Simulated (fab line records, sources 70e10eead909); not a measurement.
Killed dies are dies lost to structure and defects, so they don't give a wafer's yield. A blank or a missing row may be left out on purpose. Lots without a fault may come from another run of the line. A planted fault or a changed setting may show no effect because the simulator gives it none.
Chamber matching | flow nand_harc | NHARC_P_GATE_DESCUM_31 on rie_diel-13: 4 sister chambers
The step chemistry O2, time 3 s. 18 wafers are shown with their chamber, then 9 later ones without.

WAFERS WITH THEIR CHAMBER
wafer  | chamber | showerhead_plenum_p_Torr (Torr) | drypump_motor_current_A (A) | oes_product_au (a.u.)
L074.1 | 3       | 2.00                            | 6.2                         | 0.981
L074.3 | 0       | 1.93                            | 5.6                         | 0.988
L074.6 | 0       | 1.93                            | 5.6                         | 0.994
L078.1 | 0       | 1.93                            | 5.5                         | 0.988
L078.3 | 2       | 1.83                            | 6.0                         | 1.011
L078.5 | 0       | 1.93                            | 5.5                         | 1.000
L082.3 | 2       | 1.82                            | 6.0                         | 1.008
L082.5 | 1       | 1.96                            | 5.2                         | 0.988
L082.6 | 0       | 1.93                            | 5.6                         | 0.994
L084.1 | 1       | 1.96                            | 5.2                         | 0.995
L084.3 | 0       | 1.93                            | 5.6                         | 1.012
L084.6 | 1       | 1.96                            | 5.2                         | 0.993
L087.1 | 2       | 1.82                            | 6.1                         | 1.002
L087.3 | 1       | 1.96                            | 5.2                         | 0.989
L087.5 | 3       | 2.00                            | 6.2                         | 0.982
L089.1 | 3       | 2.00                            | 6.2                         | 0.984
L089.2 | 0       | 1.92                            | 5.6                         | 0.994
L089.5 | 2       | 1.82                            | 6.1                         | 1.005

SIGNATURES (means of the wafers above)
reading                  | chamber 0 | chamber 1 | chamber 2 | chamber 3 | scatter within a chamber
showerhead_plenum_p_Torr | 1.9286    | 1.9600    | 1.8225    | 2.0000    | 0.00339
drypump_motor_current_A  | 5.571     | 5.200     | 6.050     | 6.200     | 0.0416
oes_product_au           | 0.99571   | 0.99125   | 1.00650   | 0.98233   | 0.00594
Rule: a wafer's distance from a chamber is the root of the sum, over the readings, of the square of ((its reading less the chamber's mean) divided by the reading's scatter). The wafer belongs to the nearest chamber; if the next one is less than 2 further off, it can't be placed. The scatter: the root of (the sum of the squares of (reading less its chamber's mean) over the shown wafers, divided by (wafers less chambers)).

WAFERS WITHOUT THEIR CHAMBER
wafer  | showerhead_plenum_p_Torr (Torr) | drypump_motor_current_A (A) | oes_product_au (a.u.)
L090.1 | 2.00                            | 6.2                         | 0.988
L090.3 | 1.82                            | 6.0                         | 1.003
L090.6 | 1.92                            | 5.6                         | 1.009
L095.1 | 1.92                            | 5.6                         | 0.985
L095.2 | 1.82                            | 6.0                         | 0.997
L095.4 | 1.95                            | 5.2                         | 1.005
L097.1 | 1.82                            | 6.1                         | 0.992
L097.2 | 1.99                            | 6.2                         | 0.992
L097.6 | 1.95                            | 5.2                         | 1.002

WHICH CHAMBER EACH WENT THROUGH
wafer  | from the rows above | in truth
L090.1 | 3                   | 3
L090.3 | 2                   | 2
L090.6 | 0                   | 0
L095.1 | 0                   | 0
L095.2 | 2                   | 2
L095.4 | 1                   | 1
L097.1 | 2                   | 2
L097.2 | 3                   | 3
L097.6 | 1                   | 1
Placed correctly: 9 of 9. Can't be placed from these rows: 0. Placed wrongly: 0.
